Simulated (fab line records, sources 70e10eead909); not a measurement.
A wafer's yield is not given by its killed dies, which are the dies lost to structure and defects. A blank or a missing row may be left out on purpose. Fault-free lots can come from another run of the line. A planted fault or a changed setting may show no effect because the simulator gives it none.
Which of the tools did it? -- flow nand_harc -- 6 lots with 18 wafers sampled at 4 steps, on a route of 1302 steps

## WHAT EACH GAUGE READ, for each wafer
NHARC_A_ONON_D2_THK_MEAS_08: measures by ellipsometry.
lot,measured,on,thk_nm (nm)
L144,day 13 01:34,film_metro-02,1004 1004 1004
L156,day 17 05:56,film_metro-02,984 987 984
L157,day 18 06:37,film_metro-02,992 993 994
L159,day 19 00:58,film_metro-02,1001 1000 1001
L162,day 19 23:24,film_metro-02,1000 999 999
L166,day 21 07:18,film_metro-02,995 992 994

## WHAT TOOL EACH LOT RAN ON (gives the tool, then ch and the chambers of the sampled wafers, and finally the start)
lot,NHARC_A_CHANNEL_FILL_D1_STRIP_29,NHARC_A_DECK1_JOINT_ETCHBACK_07,NHARC_A_ONON_D2_DEP_06
L144,"rie_diel-05 ch 3, day 11 08:49","rie_si-04 ch 0,1,3, day 11 15:01","pecvd_onon-01 ch 0, day 13 01:04"
L156,"rie_diel-07 ch 1,2,3, day 15 16:18 or earlier","rie_si-04 ch 0,1,3, day 15 16:18","pecvd_onon-04 ch 0, day 17 05:25"
L157,"rie_diel-05 ch 0,1,2, day 16 13:26","rie_si-01 ch 1,2,3, day 16 19:38","pecvd_onon-04 ch 0, day 18 06:06"
L159,"rie_diel-09 ch 0,2, day 17 13:06 or earlier","rie_si-06 ch 0,3, day 17 13:06","pecvd_onon-04 ch 0, day 19 00:27"
L162,"rie_diel-09 ch 0,1,2, day 18 13:43 or earlier","rie_si-06 ch 1,2, day 18 13:43","pecvd_onon-04 ch 0, day 19 23:04"
L166,"rie_diel-07 ch 0,1,3, day 19 17:37","rie_si-01 ch 0,1,2, day 19 22:40","pecvd_onon-01 ch 0, day 21 06:50"
- NHARC_A_CHANNEL_FILL_D1_STRIP_29: strips in O2, time 20 s.
- NHARC_A_DECK1_JOINT_ETCHBACK_07: etches the open film in HBr, target depth 105 nm, time 26.9 s.
- NHARC_A_ONON_D2_DEP_06: target thk 1000 nm.

## THE ANSWER, worked out from the rows above alone
Rule: the usual values come from the lots themselves. Put in order of their means at a reading, lots are off if they are a third of the lots or fewer, leave a main group of 4 or more, and stand apart from it by a gap of 3 or more times the standard deviation of the main group's means; of several such gaps the widest counts. If all means in a main group match to the digits the tables above print for the reading, that group is not used. A lot without any number at a reading at which 4 lots or more have one is off too. Any other lot the step has rows for is counted as sound.
None of the lots is off at any reading shown; this tells nothing.

## WHAT HAD BEEN PUT IN BY THE SIMULATOR
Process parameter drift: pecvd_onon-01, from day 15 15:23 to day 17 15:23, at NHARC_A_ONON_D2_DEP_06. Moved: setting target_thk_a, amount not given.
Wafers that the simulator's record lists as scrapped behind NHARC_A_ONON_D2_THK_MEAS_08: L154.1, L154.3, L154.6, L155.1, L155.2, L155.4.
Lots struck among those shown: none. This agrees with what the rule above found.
